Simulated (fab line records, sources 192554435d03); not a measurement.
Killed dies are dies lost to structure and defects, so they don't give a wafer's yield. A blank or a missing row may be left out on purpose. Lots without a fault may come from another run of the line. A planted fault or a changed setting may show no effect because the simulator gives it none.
Problem report in the 8D (eight disciplines) form, filled by code | flow n5_finfet | the parts of the form that need people (team, actions taken, sign-off) are left out

1. THE PROBLEM
VT_N_LONG at N5_BEOL_M4_RC_MEAS_101 reads a mean of 300.4 mV on 6 wafers of 2 lots; wafers without a fault read 274.6 mV with a standard deviation of 2.2. That is +12 standard deviations from the usual mean.
First seen on wafer L411.2, day 9 17:30, on prober-02. The record holds 30 wafers of 10 lots with a number at this step. Rule for "out", or "out of limits": more than 4 standard deviations from the usual mean. The other wafers with a number count as sound.

2. WHAT IT IS AND WHAT IT IS NOT
question                    | is                                            | is not
which readings at this step | VT_N_LONG, IOFF_N_LONG, ION_N, VT_N, VT_N_LVT | DIBL_P, IOFF_P, ION_P, SS_N, VT_P
which lots                  | L411, L413                                    | L407, L408, L409, L424, L426, L427, L428, L429
which wafers of those lots  | all that have a number                        | -
read on which gauges        | prober-02                                     | prober-01
when                        | from day 9 17:30                              | up to then (9 sound wafers); but 15 sound wafers of L424, L426, L427, L428, L429 came after

3. SUSPECTS, AND WHAT RULES EACH OUT
Counting: a tool at a process step up to the reading stays a suspect if it ran every lot that is out and no sound lot after the first of them.
- the gauge at N5_BEOL_M4_RC_MEAS_101: ruled out. All the wafers that are out were read on prober-02, but those of them that N5_PASSIVATION_PROBE_49 has rows for are out there too, on other tools.
- wet_bench-01 at N5_HKMG_FIN_WET_ETCH_18 (etches TiN in SC1, time 55 s, target depth 5.2 nm, rinse time 30 s): ruled out as a lasting fault. Sound lots L424, L428 ran on it after its first lot that is out, L411 (day 5 15:43).
Left after counting: nothing in the record.

4. THE CAUSE (what the simulator had put in)
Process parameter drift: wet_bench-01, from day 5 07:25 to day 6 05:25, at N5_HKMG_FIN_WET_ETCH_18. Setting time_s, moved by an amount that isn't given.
Counting ruled it out, wrongly: the rule takes a fault to strike every lot that its tool runs from its start on, and this one did not.

5. THE CHAIN OF EFFECTS, in route order
Each row: a reading whose mean over the struck wafers that have a number lies more than 3 standard deviations from the usual. Only readings for which the record gives a usual standard deviation are gone through. hours: the time from each lot's start at the first step in this table that gives one to its start at this step, as a median over the lots. sigmas: the change in usual standard deviations.
hours | step                    | reading          | usual          | on struck wafers | change    | sigmas
0     | N5_BEOL_M4_RC_MEAS_101  | IOFF_N_85C       | 3.2 nA/um      | 1.5              | -1.7      | -3.0
0     | N5_BEOL_M4_RC_MEAS_101  | IOFF_N_LIN       | 0.076 nA/um    | 0.030            | -0.046    | -3.6
0     | N5_BEOL_M4_RC_MEAS_101  | IOFF_N_LONG      | 5.64e-05 nA/um | 3.24e-05         | -2.40e-05 | -8.6
0     | N5_BEOL_M4_RC_MEAS_101  | ION_N            | 680 uA/um      | 618              | -62       | -5.6
0     | N5_BEOL_M4_RC_MEAS_101  | VT_N             | 249 mV         | 276              | +26       | +7.4
0     | N5_BEOL_M4_RC_MEAS_101  | VT_N_LONG        | 274.6 mV       | 300.4            | +25.8     | +12
0     | N5_BEOL_M4_RC_MEAS_101  | VT_N_LVT         | 97 mV          | 126              | +29       | +8.9
109   | N5_PASSIVATION_PROBE_49 | sort_bin_8_speed | 0.00 %         | 45.27            | +45.27    | +99 or more
109   | N5_PASSIVATION_PROBE_49 | sort_n_pass      | 1077           | 548              | -528      | -31
109   | N5_PASSIVATION_PROBE_49 | sort_yield_pct   | 91.3 %         | 46.5             | -44.8     | -32
The process steps in it:
- N5_PASSIVATION_PROBE_49

6. WHAT WOULD HAVE CAUGHT IT SOONER
In this record the first reading out of limits at a measuring or inspecting step was taken at day 9 17:30, 106 hours after the fault began at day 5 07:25.
